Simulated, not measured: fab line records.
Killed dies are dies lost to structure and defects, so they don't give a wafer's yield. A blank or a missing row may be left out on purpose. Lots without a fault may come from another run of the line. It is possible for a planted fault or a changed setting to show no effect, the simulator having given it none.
fab line records	flow n5-finfet
record lots=24	wafers=72	last-day=20
route steps=1938 shown BEOL_M3@983
lots that met no fault: taken from a fault-free run of the same line
start-h: start of the lot's first displayed wafer, in hours after the record's first day	wait-h: hours from the lot's prior step to this one	" repeats the value in the row above	L1.1+2: a single row standing in for several wafers	- either no value or no given start	* or withheld: withheld	< > ~ a bound
route shown NAME@n: NAME is a module with steps in the file, n the number in the route of the first one	usual: mean/standard deviation taken from wafers without a fault	same: alike in all rows	chamber/n: place in a boat	sites: the reading at each site	_std_site: standard deviation across them	_edge_site: outer sites' mean less inner sites'	radius-mm: how far each site lies from the wafer's centre	mask NAME#n: copy n	behind: tool/chamber where the wafer was last shaped	hold: the reason the lot was held/the length of the hold in hours/how it ended	device: names the non-switching transistor (n, p or np)	end of line: the tests these same wafers got at the end of their route	a step given without rows: its recipe and nothing more	killed: the dies lost at the first sort to structure and to defects; this is not the yield of the wafer	map: a wafer's dies, marking killed ones x, the rest . and places with no die _
set.NAME: the setting as run; set.NAME@STEP: as run at that earlier step	model.NAME: the simulator's own value behind a step, which no gauge read
the route's steps for a sample of lots (tables are steps, rows are wafers)
services: when a tool's chamber went out of use (start-h, in hours from the record's first day, below 0 if earlier), for how many hours, and the reason
## steps
# step N5_BEOL_M3_OCD_MEAS_38
# usual trench-depth-nm=55.6/1.3
lot.wafer	tool	chamber	start-h	wait-h	trench-depth-nm
L074.2	ocd-02	-	160.64	-	54.8
L074.4	"	-	"	"	57.1
L074.6	"	-	"	"	54.6
L075.2	ocd-02	-	167.11	-	54.5
L075.4	"	-	"	"	54.9
L075.5	"	-	"	"	55.1
L076.3	ocd-01	-	178.20	-	53.7
L076.4	"	-	"	"	57.3
L076.5	"	-	"	"	55.0
L077.1	ocd-01	-	184.18	-	56.7
L077.5	"	-	"	"	53.8
L077.6	"	-	"	"	56.0
L078.1	ocd-02	-	187.93	-	56.2
L078.4	"	-	"	"	57.3
L078.5	"	-	"	"	53.5
L079.1	ocd-01	-	187.93	-	55.6
L079.2	"	-	"	"	57.9
L079.3	"	-	"	"	55.4
L080.1	ocd-01	-	216.13	-	56.3
L080.2	"	-	"	"	53.9
L080.4	"	-	"	"	57.0
L081.2	ocd-02	-	219.55	-	55.9
L081.3	"	-	"	"	56.2
L081.4	"	-	"	"	56.1
L082.3	ocd-02	-	234.33	-	55.0
L082.5	"	-	"	"	54.8
L082.6	"	-	"	"	57.4
L083.1	ocd-02	-	256.52	-	56.3
L083.3	"	-	"	"	55.2
L083.5	"	-	"	"	57.4
L084.3	ocd-01	-	270.21	-	56.3
L084.5	"	-	"	"	56.3
L084.6	"	-	"	"	57.3
L085.3	ocd-01	-	272.93	-	57.2
L085.4	"	-	"	"	56.1
L085.6	"	-	"	"	57.2
L086.2	ocd-02	-	276.00	-	53.2
L086.3	"	-	"	"	54.8
L086.5	"	-	"	"	54.2
L088.1	ocd-02	-	278.99	-	56.3
L088.3	"	-	"	"	55.8
L088.6	"	-	"	"	55.6
L089.2	ocd-01	-	278.99	-	53.7
L089.3	"	-	"	"	53.5
L089.5	"	-	"	"	53.6
L087.1	ocd-01	-	282.62	-	57.0
L087.2	"	-	"	"	56.2
L087.5	"	-	"	"	56.1
L090.4	ocd-01	-	288.30	-	56.2
L090.5	"	-	"	"	54.8
L090.6	"	-	"	"	55.7
L092.3	ocd-02	-	288.32	-	56.0
L092.4	"	-	"	"	56.3
L092.5	"	-	"	"	55.9
L091.2	ocd-01	-	291.40	-	53.5
L091.4	"	-	"	"	54.5
L091.6	"	-	"	"	54.3
L093.1	ocd-01	-	294.06	-	55.9
L093.2	"	-	"	"	56.1
L093.6	"	-	"	"	55.7
L095.2	ocd-01	-	295.36	-	54.0
L095.3	"	-	"	"	52.7
L095.6	"	-	"	"	54.1
L094.1	ocd-02	-	295.40	-	54.7
L094.2	"	-	"	"	56.1
L094.6	"	-	"	"	57.5
L096.1	ocd-02	-	299.87	-	54.3
L096.2	"	-	"	"	56.4
L096.4	"	-	"	"	54.0
L097.1	ocd-02	-	326.87	-	54.7
L097.2	"	-	"	"	56.2
L097.4	"	-	"	"	55.4
# step N5_BEOL_M3_ALD_84
# recipe material=TaN	target-thk-a=*	temp-c=275	ald-precursor-family=PDMAT	ald-co-reactant=NH3	pressure-torr=3	carrier-flow-sccm=1500	pulse-time-s=2	purge-time-s=3	co-reactant-purge-time-s=2	co-reactant-pulse-time-s=3	ald-cycles=30	precursor-vessel-temp-c=75	precursor-vessel-pressure-torr=26.25	precursor-vessel-carrier-sccm=1000
# usual chamber-pressure-Torr=2.999/0.007	heater-power-outer-w=231/33	heater-power-w=414/57	precursor-vessel-pressure-torr=26.25/0.049	precursor-vessel-temp-c=74.98/0.11
# same purge-time-s=3
lot.wafer	tool	chamber	start-h	wait-h	chamber-pressure-Torr	heater-power-outer-w	heater-power-w	precursor-vessel-pressure-torr	precursor-vessel-temp-c
L074.2	ald-metal-03	2	161.48	0.3	2.996	270	483	26.31	74.83
L074.4	"	0	"	"	3.002	204	363	26.42	74.90
L074.6	"	2	"	"	2.999	274	503	26.26	74.99
L075.2	ald-metal-03	1	167.82	0.1	3.004	219	400	26.30	74.98
L075.4	"	3	"	"	2.997	182	310	26.26	74.90
L075.5	"	1	"	"	2.997	216	395	26.24	75.03
L076.3	ald-metal-04	3	180.59	0.0	2.997	258	465	26.28	74.94
L076.4	"	3	"	"	2.990	257	461	26.29	74.80
L076.5	"	2	"	"	2.987	198	361	26.22	74.93
L077.1	ald-metal-02	3	184.60	0.0	3.002	285	488	26.32	74.81
L077.5	"	1	"	"	2.995	212	398	26.20	75.09
L077.6	"	0	"	"	3.005	251	437	26.23	74.82
L078.1	ald-metal-04	2	188.22	0.0	3.004	195	367	26.28	75.16
L078.4	"	3	"	"	2.995	260	455	26.25	74.91
L078.5	"	1	"	"	3.001	245	440	26.20	75.03
L079.1	ald-metal-02	2	188.22	0.0	2.999	209	371	26.23	74.89
L079.2	"	0	"	"	3.001	254	434	26.23	75.10
L079.3	"	3	"	"	2.998	277	484	26.26	74.93
L080.1	ald-metal-02	1	216.43	0.0	2.993	213	380	26.26	74.98
L080.2	"	0	"	"	2.993	249	438	26.16	74.98
L080.4	"	0	"	"	2.992	254	438	26.23	75.02
L081.2	ald-metal-04	3	219.88	0.0	3.013	253	457	26.20	75.07
L081.3	"	1	"	"	2.992	236	451	26.25	75.05
L081.4	"	2	"	"	2.989	198	360	26.21	75.02
L082.3	ald-metal-03	1	236.06	0.0	3.013	216	412	26.23	75.16
L082.5	"	3	"	"	2.989	182	307	26.15	74.94
L082.6	"	2	"	"	2.987	270	497	26.21	74.95
L083.1	ald-metal-02	1	257.38	0.1	2.996	213	390	26.24	74.97
L083.3	"	3	"	"	2.992	280	474	26.32	74.96
L083.5	"	0	"	"	3.011	260	422	26.35	75.04
L084.3	ald-metal-02	1	270.52	0.0	3.006	209	395	26.35	75.02
L084.5	"	3	"	"	3.005	277	478	26.23	74.97
L084.6	"	1	"	"	3.004	214	390	26.30	74.86
L085.3	ald-metal-03	3	273.94	0.2	2.989	185	312	26.25	75.07
L085.4	"	2	"	"	3.004	271	499	26.16	74.90
L085.6	"	2	"	"	2.997	277	510	26.25	74.94
L086.2	ald-metal-02	1	276.75	0.0	3.002	206	395	26.21	75.02
L086.3	"	3	"	"	3.006	274	483	26.30	74.88
L086.5	"	3	"	"	3.000	285	477	26.21	74.93
L089.2	ald-metal-03	0	279.63	0.0	2.989	210	354	26.22	75.00
L089.3	"	3	"	"	2.997	176	311	26.22	74.91
L089.5	"	3	"	"	3.001	177	310	26.20	75.01
L088.1	ald-metal-02	1	279.71	0.0	3.003	211	390	26.28	75.01
L088.3	"	0	"	"	2.989	261	436	26.23	74.64
L088.6	"	3	"	"	2.982	280	482	26.21	75.25
L087.1	ald-metal-03	2	283.22	0.0	3.001	275	506	26.28	75.16
L087.2	"	1	"	"	3.005	215	399	26.22	75.06
L087.5	"	1	"	"	3.006	214	402	26.15	74.90
L090.4	ald-metal-03	1	288.70	0.0	2.991	216	406	26.24	74.98
L090.5	"	0	"	"	2.987	205	361	26.26	74.71
L090.6	"	3	"	"	3.012	175	306	26.30	75.03
L092.3	ald-metal-02	0	289.19	0.3	3.004	256	445	26.25	74.74
L092.4	"	0	"	"	3.014	253	439	26.22	74.94
L092.5	"	3	"	"	3.002	281	481	26.28	75.23
L091.2	ald-metal-03	2	291.86	0.1	3.004	271	498	26.28	74.94
L091.4	"	0	"	"	2.989	208	369	26.12	75.04
L091.6	"	0	"	"	2.991	214	354	26.16	75.03
L093.1	ald-metal-04	3	295.23	0.0	3.003	253	470	26.21	75.03
L093.2	"	2	"	"	3.012	193	359	26.28	75.03
L093.6	"	3	"	"	2.997	262	464	26.34	75.03
L095.2	ald-metal-04	1	295.65	0.0	3.011	241	450	26.21	75.03
L095.3	"	3	"	"	3.010	256	456	26.37	75.09
L095.6	"	1	"	"	3.002	241	447	26.25	75.00
L094.1	ald-metal-03	1	295.93	0.3	2.994	215	414	26.32	74.99
L094.2	"	3	"	"	2.995	179	318	26.22	75.17
L094.6	"	1	"	"	2.985	218	402	26.21	75.05
L096.1	ald-metal-03	2	300.36	0.1	2.996	272	505	26.18	75.08
L096.2	"	3	"	"	3.002	181	326	26.23	75.06
L096.4	"	1	"	"	2.998	221	402	26.19	75.06
L097.1	ald-metal-03	1	327.36	0.0	3.004	219	401	26.31	74.87
L097.2	"	3	"	"	2.999	175	307	26.23	74.88
L097.4	"	3	"	"	3.014	179	324	26.22	74.91
# step N5_BEOL_M3_SURFACE_TREAT_85
# recipe gas=Ar	time-s=*	ion-energy-ev=*	ion-current-ma-cm2=0.5	pressure-mtorr=*	ar-flow-sccm=30
# usual pressure-mtorr=*	throttle-valve-pct=*
lot.wafer	tool	chamber	start-h	wait-h	pressure-mtorr	throttle-valve-pct
L074.2	pvd-sputter-02	-	161.74	0.2	*	*
L074.4	"	-	"	"	*	*
L074.6	"	-	"	"	*	*
L075.2	pvd-sputter-02	-	168.19	0.3	*	*
L075.4	"	-	"	"	*	*
L075.5	"	-	"	"	*	*
L076.3	pvd-sputter-02	-	180.86	0.2	*	*
L076.4	"	-	"	"	*	*
L076.5	"	-	"	"	*	*
L077.1	pvd-sputter-01	-	184.89	0.2	*	*
L077.5	"	-	"	"	*	*
L077.6	"	-	"	"	*	*
L079.1	pvd-sputter-02	-	188.68	0.4	*	*
L079.2	"	-	"	"	*	*
L079.3	"	-	"	"	*	*
L078.1	pvd-sputter-01	-	188.69	0.4	*	*
L078.4	"	-	"	"	*	*
L078.5	"	-	"	"	*	*
L080.1	pvd-sputter-03	-	216.84	0.3	*	*
L080.2	"	-	"	"	*	*
L080.4	"	-	"	"	*	*
L081.2	pvd-sputter-02	-	220.31	0.3	*	*
L081.3	"	-	"	"	*	*
L081.4	"	-	"	"	*	*
L082.3	pvd-sputter-03	-	236.44	0.3	*	*
L082.5	"	-	"	"	*	*
L082.6	"	-	"	"	*	*
L083.1	pvd-sputter-01	-	257.62	0.1	*	*
L083.3	"	-	"	"	*	*
L083.5	"	-	"	"	*	*
L084.3	pvd-sputter-02	-	270.74	0.1	*	*
L084.5	"	-	"	"	*	*
L084.6	"	-	"	"	*	*
L085.3	pvd-sputter-03	-	274.25	0.2	*	*
L085.4	"	-	"	"	*	*
L085.6	"	-	"	"	*	*
L086.2	pvd-sputter-03	-	277.03	0.2	*	*
L086.3	"	-	"	"	*	*
L086.5	"	-	"	"	*	*
L089.2	pvd-sputter-02	-	280.00	0.3	*	*
L089.3	"	-	"	"	*	*
L089.5	"	-	"	"	*	*
L088.1	pvd-sputter-02	-	280.08	0.3	*	*
L088.3	"	-	"	"	*	*
L088.6	"	-	"	"	*	*
L087.1	pvd-sputter-03	-	283.70	0.4	*	*
L087.2	"	-	"	"	*	*
L087.5	"	-	"	"	*	*
L090.4	pvd-sputter-01	-	288.98	0.2	*	*
L090.5	"	-	"	"	*	*
L090.6	"	-	"	"	*	*
L092.3	pvd-sputter-02	-	291.00	1.7	*	*
L092.4	"	-	"	"	*	*
L092.5	"	-	"	"	*	*
L091.2	pvd-sputter-03	-	292.09	0.1	*	*
L091.4	"	-	"	"	*	*
L091.6	"	-	"	"	*	*
L093.1	pvd-sputter-01	-	295.46	0.1	*	*
L093.2	"	-	"	"	*	*
L093.6	"	-	"	"	*	*
L095.2	pvd-sputter-02	-	296.94	1.2	*	*
L095.3	"	-	"	"	*	*
L095.6	"	-	"	"	*	*
L094.1	pvd-sputter-02	-	297.06	1.0	*	*
L094.2	"	-	"	"	*	*
L094.6	"	-	"	"	*	*
L096.1	pvd-sputter-01	-	300.69	0.2	*	*
L096.2	"	-	"	"	*	*
L096.4	"	-	"	"	*	*
L097.1	pvd-sputter-02	-	327.66	0.2	*	*
L097.2	"	-	"	"	*	*
L097.4	"	-	"	"	*	*
# step N5_BEOL_M3_ANNEAL_89
# recipe temp-c=400	time-s=240	ambient=vacuum
# usual heater-power-w=839/79
lot.wafer	tool	chamber	start-h	wait-h	heater-power-w
L074.2	pvd-sputter-01	-	164.47	0.0	747
L074.4	"	-	"	"	838
L074.6	"	-	"	"	810
L075.2	pvd-sputter-03	-	169.49	0.0	793
L075.4	"	-	"	"	730
L075.5	"	-	"	"	807
L076.3	pvd-sputter-02	-	182.06	0.0	968
L076.4	"	-	"	"	878
L076.5	"	-	"	"	886
L077.1	pvd-sputter-01	-	186.11	0.0	869
L077.5	"	-	"	"	705
L077.6	"	-	"	"	874
L079.1	pvd-sputter-01	-	190.00	0.0	812
L079.2	"	-	"	"	718
L079.3	"	-	"	"	877
L078.1	pvd-sputter-03	-	190.12	0.0	803
L078.4	"	-	"	"	720
L078.5	"	-	"	"	803
L080.1	pvd-sputter-03	-	218.02	0.0	717
L080.2	"	-	"	"	824
L080.4	"	-	"	"	812
L081.2	pvd-sputter-03	-	221.60	0.0	989
L081.3	"	-	"	"	808
L081.4	"	-	"	"	826
L082.3	pvd-sputter-01	-	237.67	0.0	872
L082.5	"	-	"	"	711
L082.6	"	-	"	"	873
L083.1	pvd-sputter-03	-	259.62	0.0	806
L083.3	"	-	"	"	1013
L083.5	"	-	"	"	793
L084.3	pvd-sputter-02	-	271.92	0.0	845
L084.5	"	-	"	"	836
L084.6	"	-	"	"	932
L085.3	pvd-sputter-02	-	276.66	0.0	802
L085.4	"	-	"	"	961
L085.6	"	-	"	"	938
L086.2	pvd-sputter-03	-	278.24	0.0	819
L086.3	"	-	"	"	991
L086.5	"	-	"	"	822
L089.2	pvd-sputter-02	-	281.20	0.0	899
L089.3	"	-	"	"	839
L089.5	"	-	"	"	813
L088.1	pvd-sputter-01	-	281.59	0.0	830
L088.3	"	-	"	"	849
L088.6	"	-	"	"	707
L087.1	pvd-sputter-01	-	285.26	0.0	821
L087.2	"	-	"	"	705
L087.5	"	-	"	"	856
L090.4	pvd-sputter-03	-	290.16	0.0	801
L090.5	"	-	"	"	1014
L090.6	"	-	"	"	731
L092.3	pvd-sputter-02	-	292.26	0.0	891
L092.4	"	-	"	"	785
L092.5	"	-	"	"	956
L091.2	pvd-sputter-02	-	294.18	0.0	843
L091.4	"	-	"	"	904
L091.6	"	-	"	"	788
L093.1	pvd-sputter-01	-	296.64	0.0	713
L093.2	"	-	"	"	816
L093.6	"	-	"	"	839
L094.1	pvd-sputter-01	-	298.48	0.0	841
L094.2	"	-	"	"	827
L094.6	"	-	"	"	854
L095.2	pvd-sputter-02	-	299.26	0.0	1000
L095.3	"	-	"	"	902
L095.6	"	-	"	"	877
L096.1	pvd-sputter-01	-	301.87	0.0	711
L096.2	"	-	"	"	800
L096.4	"	-	"	"	838
L097.1	pvd-sputter-02	-	328.92	0.0	849
L097.2	"	-	"	"	784
L097.4	"	-	"	"	833
# step N5_BEOL_M3_ANNEAL_91
# recipe temp-c=400	time-s=240	ambient=vacuum
# usual heater-power-w=841/79
lot.wafer	tool	chamber	start-h	wait-h	heater-power-w
L074.2	pvd-sputter-01	-	164.69	0.0	713
L074.4	"	-	"	"	831
L074.6	"	-	"	"	844
L075.2	pvd-sputter-03	-	169.71	0.0	802
L075.4	"	-	"	"	721
L075.5	"	-	"	"	790
L076.3	pvd-sputter-02	-	182.28	0.0	966
L076.4	"	-	"	"	876
L076.5	"	-	"	"	870
L077.1	pvd-sputter-01	-	186.33	0.0	859
L077.5	"	-	"	"	720
L077.6	"	-	"	"	883
L079.1	pvd-sputter-01	-	190.22	0.0	806
L079.2	"	-	"	"	716
L079.3	"	-	"	"	866
L078.1	pvd-sputter-03	-	190.34	0.0	808
L078.4	"	-	"	"	734
L078.5	"	-	"	"	828
L080.1	pvd-sputter-03	-	218.24	0.0	730
L080.2	"	-	"	"	820
L080.4	"	-	"	"	804
L081.2	pvd-sputter-03	-	221.82	0.0	1014
L081.3	"	-	"	"	794
L081.4	"	-	"	"	826
L082.3	pvd-sputter-01	-	237.89	0.0	867
L082.5	"	-	"	"	718
L082.6	"	-	"	"	872
L083.1	pvd-sputter-03	-	259.84	0.0	821
L083.3	"	-	"	"	1014
L083.5	"	-	"	"	791
L084.3	pvd-sputter-02	-	272.14	0.0	823
L084.5	"	-	"	"	831
L084.6	"	-	"	"	963
L085.3	pvd-sputter-02	-	276.88	0.0	777
L085.4	"	-	"	"	955
L085.6	"	-	"	"	969
L086.2	pvd-sputter-03	-	278.46	0.0	778
L086.3	"	-	"	"	1013
L086.5	"	-	"	"	815
L089.2	pvd-sputter-02	-	281.42	0.0	892
L089.3	"	-	"	"	822
L089.5	"	-	"	"	789
L088.1	pvd-sputter-01	-	281.81	0.0	824
L088.3	"	-	"	"	851
L088.6	"	-	"	"	714
L087.1	pvd-sputter-01	-	285.48	0.0	835
L087.2	"	-	"	"	722
L087.5	"	-	"	"	854
L090.4	pvd-sputter-03	-	290.38	0.0	815
L090.5	"	-	"	"	1000
L090.6	"	-	"	"	724
L092.3	pvd-sputter-02	-	292.48	0.0	906
L092.4	"	-	"	"	796
L092.5	"	-	"	"	929
L091.2	pvd-sputter-02	-	294.40	0.0	813
L091.4	"	-	"	"	904
L091.6	"	-	"	"	803
L093.1	pvd-sputter-01	-	296.86	0.0	700
L093.2	"	-	"	"	845
L093.6	"	-	"	"	816
L094.1	pvd-sputter-01	-	298.70	0.0	848
L094.2	"	-	"	"	843
L094.6	"	-	"	"	838
L095.2	pvd-sputter-02	-	299.48	0.0	931
L095.3	"	-	"	"	875
L095.6	"	-	"	"	899
L096.1	pvd-sputter-01	-	302.09	0.0	713
L096.2	"	-	"	"	815
L096.4	"	-	"	"	840
L097.1	pvd-sputter-02	-	329.14	0.0	839
L097.2	"	-	"	"	809
L097.4	"	-	"	"	848
# step N5_BEOL_M3_SPUTTER_92
# recipe material=Cu	target-thk-a=45	temp-c=-20	chamber-pressure-pa=0.07	power-w=withheld	time-s=8.29
# usual throttle-valve-pct=29.8/0.74
lot.wafer	tool	chamber	start-h	wait-h	throttle-valve-pct
L074.2	pvd-sputter-01	-	164.83	0.1	30.2
L074.4	"	-	"	"	28.2
L074.6	"	-	"	"	28.2
L075.2	pvd-sputter-03	-	169.85	0.1	29.5
L075.4	"	-	"	"	30.7
L075.5	"	-	"	"	29.2
L076.3	pvd-sputter-02	-	182.42	0.1	29.7
L076.4	"	-	"	"	29.1
L076.5	"	-	"	"	28.9
L077.1	pvd-sputter-01	-	186.47	0.1	29.9
L077.5	"	-	"	"	30.2
L077.6	"	-	"	"	29.9
L079.1	pvd-sputter-01	-	190.36	0.1	28.3
L079.2	"	-	"	"	30.0
L079.3	"	-	"	"	30.0
L078.1	pvd-sputter-03	-	190.48	0.1	29.4
L078.4	"	-	"	"	30.8
L078.5	"	-	"	"	29.2
L080.1	pvd-sputter-03	-	218.38	0.1	30.9
L080.2	"	-	"	"	29.4
L080.4	"	-	"	"	28.9
L081.2	pvd-sputter-03	-	221.96	0.1	29.8
L081.3	"	-	"	"	29.2
L081.4	"	-	"	"	29.5
L082.3	pvd-sputter-01	-	238.03	0.1	29.9
L082.5	"	-	"	"	30.1
L082.6	"	-	"	"	30.0
L083.1	pvd-sputter-03	-	259.98	0.1	29.3
L083.3	"	-	"	"	30.0
L083.5	"	-	"	"	29.0
L084.3	pvd-sputter-02	-	272.28	0.1	30.1
L084.5	"	-	"	"	30.5
L084.6	"	-	"	"	29.7
L085.3	pvd-sputter-02	-	277.02	0.1	30.2
L085.4	"	-	"	"	29.6
L085.6	"	-	"	"	29.5
L086.2	pvd-sputter-03	-	278.60	0.1	29.5
L086.3	"	-	"	"	29.7
L086.5	"	-	"	"	29.3
L089.2	pvd-sputter-02	-	281.56	0.1	28.8
L089.3	"	-	"	"	29.9
L089.5	"	-	"	"	30.0
L088.1	pvd-sputter-01	-	281.95	0.1	30.9
L088.3	"	-	"	"	27.9
L088.6	"	-	"	"	30.1
L087.1	pvd-sputter-01	-	285.62	0.1	28.3
L087.2	"	-	"	"	30.1
L087.5	"	-	"	"	29.7
L090.4	pvd-sputter-03	-	290.52	0.1	29.3
L090.5	"	-	"	"	29.7
L090.6	"	-	"	"	30.6
L092.3	pvd-sputter-02	-	292.62	0.1	29.2
L092.4	"	-	"	"	30.0
L092.5	"	-	"	"	29.4
L091.2	pvd-sputter-02	-	294.54	0.1	29.9
L091.4	"	-	"	"	29.2
L091.6	"	-	"	"	29.7
L093.1	pvd-sputter-01	-	297.00	0.1	30.3
L093.2	"	-	"	"	28.2
L093.6	"	-	"	"	31.1
L094.1	pvd-sputter-01	-	298.84	0.1	28.2
L094.2	"	-	"	"	31.3
L094.6	"	-	"	"	29.9
L095.2	pvd-sputter-02	-	299.62	0.1	29.7
L095.3	"	-	"	"	29.1
L095.6	"	-	"	"	29.5
L096.1	pvd-sputter-01	-	302.23	0.1	30.0
L096.2	"	-	"	"	31.1
L096.4	"	-	"	"	28.2
L097.1	pvd-sputter-02	-	329.28	0.1	30.3
L097.2	"	-	"	"	29.9
L097.4	"	-	"	"	30.2
## services
tool	chamber	start-h	hours	kind
pvd-sputter-01	-	143.27	4.6	repair
ald-metal-04	0	161.70	29.6	repair
ald-metal-02	3	198.45	-	calibration
ald-metal-02	2	212.41	186.2	repair
ald-metal-03	0	214.25	-	calibration
ald-metal-04	0	220.13	4.8	repair
ald-metal-04	-	222.03	1.1	repair
ald-metal-02	3	226.62	7.0	repair
ald-metal-03	-	268.29	2.8	pm
ald-metal-04	2	311.79	21.3	repair
ald-metal-03	2	325.45	3.6	repair
## key
fault none
